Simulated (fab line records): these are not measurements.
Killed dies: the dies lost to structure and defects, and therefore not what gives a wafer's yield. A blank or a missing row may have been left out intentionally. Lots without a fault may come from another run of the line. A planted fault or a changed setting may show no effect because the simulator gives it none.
Matching of chambers + flow nandHarc + NHARC_A_CHANNEL_FILL_D2_ALD_02 on aldHk-04: 4 sister chambers
The step deposits SiO2, target thk 6 nm, pulse time 10 s, ald cycles 60. 14 wafers are shown with their chamber, then 7 later ones without.

== WAFERS, EACH WITH ITS CHAMBER ==
| wafer  | chamber | heaterPowerW (W) | susceptorTempC (C) | precursorPulseHeightRel |
|--------|---------|------------------|--------------------|-------------------------|
| L075.1 | 3       | 525              | 300.05             | 0.971                   |
| L075.4 | 2       | 476              | 300.16             | 0.990                   |
| L075.5 | 0       | 453              | 299.87             | 0.982                   |
| L079.1 | 2       | 460              | 299.85             | 1.012                   |
| L079.3 | 1       | 450              | 299.84             | 0.990                   |
| L079.6 | 1       | 432              | 299.77             | 0.963                   |
| L082.3 | 0       | 477              | 299.90             | 0.996                   |
| L082.4 | 2       | 462              | 300.01             | 1.010                   |
| L082.6 | 2       | 462              | 299.90             | 1.011                   |
| L086.2 | 3       | 525              | 300.14             | 0.999                   |
| L086.3 | 2       | 470              | 299.79             | 1.004                   |
| L086.6 | 0       | 467              | 300.15             | 1.009                   |
| L090.1 | 0       | 479              | 299.95             | 0.985                   |
| L090.5 | 3       | 593              | 300.14             | 1.002                   |

SIGNATURES, as means of the wafers listed above
| reading                 | chamber 0 | chamber 1 | chamber 2 | chamber 3 | scatter within a chamber |
|-------------------------|-----------|-----------|-----------|-----------|--------------------------|
| heaterPowerW            | 469.00    | 441.00    | 466.00    | 547.67    | 19.6                     |
| susceptorTempC          | 299.9675  | 299.8050  | 299.9420  | 300.1100  | 0.119                    |
| precursorPulseHeightRel | 0.99300   | 0.97650   | 1.00540   | 0.99067   | 0.0132                   |
Rule: a wafer's distance from a chamber is the root of the sum, over the readings, of the square of ((its reading less the chamber's mean) divided by the reading's scatter). If the next closest chamber is less than 2 further off than the closest, the wafer can't be placed; otherwise it belongs to the closest. The scatter: the root of (the sum of the squares of (reading less its chamber's mean) over the shown wafers, divided by (wafers less chambers)).

== WAFERS WHOSE CHAMBER IS MISSING ==
| wafer  | heaterPowerW (W) | susceptorTempC (C) | precursorPulseHeightRel |
|--------|------------------|--------------------|-------------------------|
| L090.6 | 465              | 299.89             | 1.037                   |
| L092.4 | 471              | 300.09             | 1.039                   |
| L092.5 | 482              | 300.17             | 0.984                   |
| L092.6 | 451              | 299.99             | 0.983                   |
| L094.1 | 472              | 300.16             | 0.971                   |
| L094.2 | 585              | 300.21             | 1.027                   |
| L094.4 | 468              | 299.73             | 1.013                   |

== CHAMBER TAKEN BY EACH ==
| wafer  | from the rows above               | in truth |
|--------|-----------------------------------|----------|
| L090.6 | can't be placed: 2 or 0           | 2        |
| L092.4 | can't be placed: 2 or 0           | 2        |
| L092.5 | can't be placed: 0 or 2 or 3 or 1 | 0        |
| L092.6 | can't be placed: 0 or 1 or 2      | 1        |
| L094.1 | can't be placed: 0 or 2 or 1 or 3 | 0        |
| L094.2 | 3                                 | 3        |
| L094.4 | can't be placed: 2 or 0 or 1      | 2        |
Correct placement for 1 of the 7. Cannot be placed on the basis of these rows: 6; the candidates contain the true chamber in 6. Placed wrongly: 0.
